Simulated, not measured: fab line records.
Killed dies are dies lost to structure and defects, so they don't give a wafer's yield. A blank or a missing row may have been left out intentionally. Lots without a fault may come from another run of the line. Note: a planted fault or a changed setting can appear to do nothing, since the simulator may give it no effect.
Lot-split experiment / flow n5 finfet / 7 lots, 21 wafers read, on a route of 1938 steps

== SPLIT DETAILS ==
At N5_BEOL_M13_ETCH_59 (etches BARC in N2/H2, target depth 89 nm, overetch 26.7 nm, time 67.9 s), the setting time s was moved away from the recipe's 67.9 s on 6 of the 21 wafers read, by -17.5% to +19.9%. The other wafers ran this setting at the recipe's value.

Reading taken at the split's own step.

== THE READING ==
coat_of_BEOL_M13_COAT_04.thk nm (the simulator's own value, which no gauge read), in nm, at N5_BEOL_M13_ETCH_59 (etches BARC in N2/H2, target depth 89 nm, overetch 26.7 nm, time 67.9 s). The file gives no usual value for it. The 15 wafers here that ran the recipe average 318.2 nm, standard deviation 1.6 nm.

wafer=L076.1; tool, chamber at the split=rie diel-05, 2,3; time s as run, s=67.9; against the recipe=recipe; coat_of_BEOL_M13_COAT_04.thk nm, nm=317.6; against lot-mates on the recipe=-
wafer=L076.3; tool, chamber at the split=rie diel-05, 2,3; time s as run, s=67.9; against the recipe=recipe; coat_of_BEOL_M13_COAT_04.thk nm, nm=317.6; against lot-mates on the recipe=-
wafer=L076.4; tool, chamber at the split=rie diel-05, 2; time s as run, s=67.9; against the recipe=recipe; coat_of_BEOL_M13_COAT_04.thk nm, nm=316.8; against lot-mates on the recipe=-
wafer=L086.2; tool, chamber at the split=rie diel-04, 1; time s as run, s=56.04; against the recipe=-17.5%; coat_of_BEOL_M13_COAT_04.thk nm, nm=327.2; against lot-mates on the recipe=no lot-mate on the recipe
wafer=L086.3; tool, chamber at the split=rie diel-04, 0; time s as run, s=56.04; against the recipe=-17.5%; coat_of_BEOL_M13_COAT_04.thk nm, nm=327.4; against lot-mates on the recipe=no lot-mate on the recipe
wafer=L086.4; tool, chamber at the split=rie diel-04, 3; time s as run, s=56.04; against the recipe=-17.5%; coat_of_BEOL_M13_COAT_04.thk nm, nm=328.2; against lot-mates on the recipe=no lot-mate on the recipe
wafer=L087.1; tool, chamber at the split=rie diel-02, 0; time s as run, s=67.9; against the recipe=recipe; coat_of_BEOL_M13_COAT_04.thk nm, nm=319; against lot-mates on the recipe=-
wafer=L087.2; tool, chamber at the split=rie diel-02, 1; time s as run, s=67.9; against the recipe=recipe; coat_of_BEOL_M13_COAT_04.thk nm, nm=316.2; against lot-mates on the recipe=-
wafer=L087.6; tool, chamber at the split=rie diel-02, 0; time s as run, s=67.9; against the recipe=recipe; coat_of_BEOL_M13_COAT_04.thk nm, nm=318.2; against lot-mates on the recipe=-
wafer=L089.1; tool, chamber at the split=rie diel-05, 1; time s as run, s=67.9; against the recipe=recipe; coat_of_BEOL_M13_COAT_04.thk nm, nm=321; against lot-mates on the recipe=-
wafer=L089.4; tool, chamber at the split=rie diel-05, 2; time s as run, s=81.39; against the recipe=+19.9%; coat_of_BEOL_M13_COAT_04.thk nm, nm=305.6; against lot-mates on the recipe=-13.4
wafer=L089.5; tool, chamber at the split=rie diel-05, 2; time s as run, s=67.9; against the recipe=recipe; coat_of_BEOL_M13_COAT_04.thk nm, nm=317; against lot-mates on the recipe=-
wafer=L092.2; tool, chamber at the split=rie diel-04, 1; time s as run, s=63.63; against the recipe=-6.3%; coat_of_BEOL_M13_COAT_04.thk nm, nm=324; against lot-mates on the recipe=+5.4
wafer=L092.3; tool, chamber at the split=rie diel-04, 2; time s as run, s=67.9; against the recipe=recipe; coat_of_BEOL_M13_COAT_04.thk nm, nm=318.6; against lot-mates on the recipe=-
wafer=L092.4; tool, chamber at the split=rie diel-04, 2; time s as run, s=63.63; against the recipe=-6.3%; coat_of_BEOL_M13_COAT_04.thk nm, nm=322.4; against lot-mates on the recipe=+3.8
wafer=L090.2; tool, chamber at the split=rie diel-04, 3; time s as run, s=67.9; against the recipe=recipe; coat_of_BEOL_M13_COAT_04.thk nm, nm=318.2; against lot-mates on the recipe=-
wafer=L090.4; tool, chamber at the split=rie diel-04, 1; time s as run, s=67.9; against the recipe=recipe; coat_of_BEOL_M13_COAT_04.thk nm, nm=316.6; against lot-mates on the recipe=-
wafer=L090.5; tool, chamber at the split=rie diel-04, 2; time s as run, s=67.9; against the recipe=recipe; coat_of_BEOL_M13_COAT_04.thk nm, nm=316.8; against lot-mates on the recipe=-
wafer=L094.1; tool, chamber at the split=rie diel-05, 0; time s as run, s=67.9; against the recipe=recipe; coat_of_BEOL_M13_COAT_04.thk nm, nm=318.2; against lot-mates on the recipe=-
wafer=L094.5; tool, chamber at the split=rie diel-05, 1; time s as run, s=67.9; against the recipe=recipe; coat_of_BEOL_M13_COAT_04.thk nm, nm=321.8; against lot-mates on the recipe=-
wafer=L094.6; tool, chamber at the split=rie diel-05, 2; time s as run, s=67.9; against the recipe=recipe; coat_of_BEOL_M13_COAT_04.thk nm, nm=319.6; against lot-mates on the recipe=-
The file does not say which wafer passed through which chamber wherever a row lists several chambers: such a row stands for several wafers.

THE FIT
A straight line over all 21 wafers: coat_of_BEOL_M13_COAT_04.thk nm changes by -0.581 nm for each +1% of time s; r = -0.95; the points scatter about the line by 1.5 nm.
The same after taking each lot's own level away (the mean of its wafers on the recipe; 18 wafers): -0.685 nm for each +1%; r = -0.95; scatter 1.2 nm.
The reading moves by 14 nm for the largest change in time s, on that fit.
From 317.20 to 319.87 nm: that is the span of the lots' own levels, equal to 1.7 times the standard deviation above.
In other words, the slope is changed by the lot-to-lot level; the two fits disagree.
Check: with one of the wafers moved furthest among these (+19.9%) left out of the fit, the line predicts -14.5 nm for it against its lot-mates. Against them it came out at -13.4 nm.

== ADDITIONAL SPLITS CARRIED BY THESE WAFERS ==
Before the reading, these wafers also passed through other splits. Each is held against what the fit with the lots' levels taken away leaves over:
other split on the same wafers=N5_BEOL_M10_TRENCH_ETCH_37 time s; wafers away from the commonest value=8; r with coat_of_BEOL_M13_COAT_04.thk nm (lot level and that fit taken away)=-0.06
other split on the same wafers=N5_BEOL_M11_EXPOSE_08 dose mj; wafers away from the commonest value=6; r with coat_of_BEOL_M13_COAT_04.thk nm (lot level and that fit taken away)=+0.05
other split on the same wafers=N5_BEOL_M11_DESCUM_16 time s; wafers away from the commonest value=7; r with coat_of_BEOL_M13_COAT_04.thk nm (lot level and that fit taken away)=-0.10
other split on the same wafers=N5_BEOL_M12_EXPOSE_07 dose mj; wafers away from the commonest value=5; r with coat_of_BEOL_M13_COAT_04.thk nm (lot level and that fit taken away)=+0.15

== THE FILE'S OWN FIT ==
coat_of_BEOL_M13_COAT_04.thk nm changes by -0.68 nm for each +1% of time s, r = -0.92.
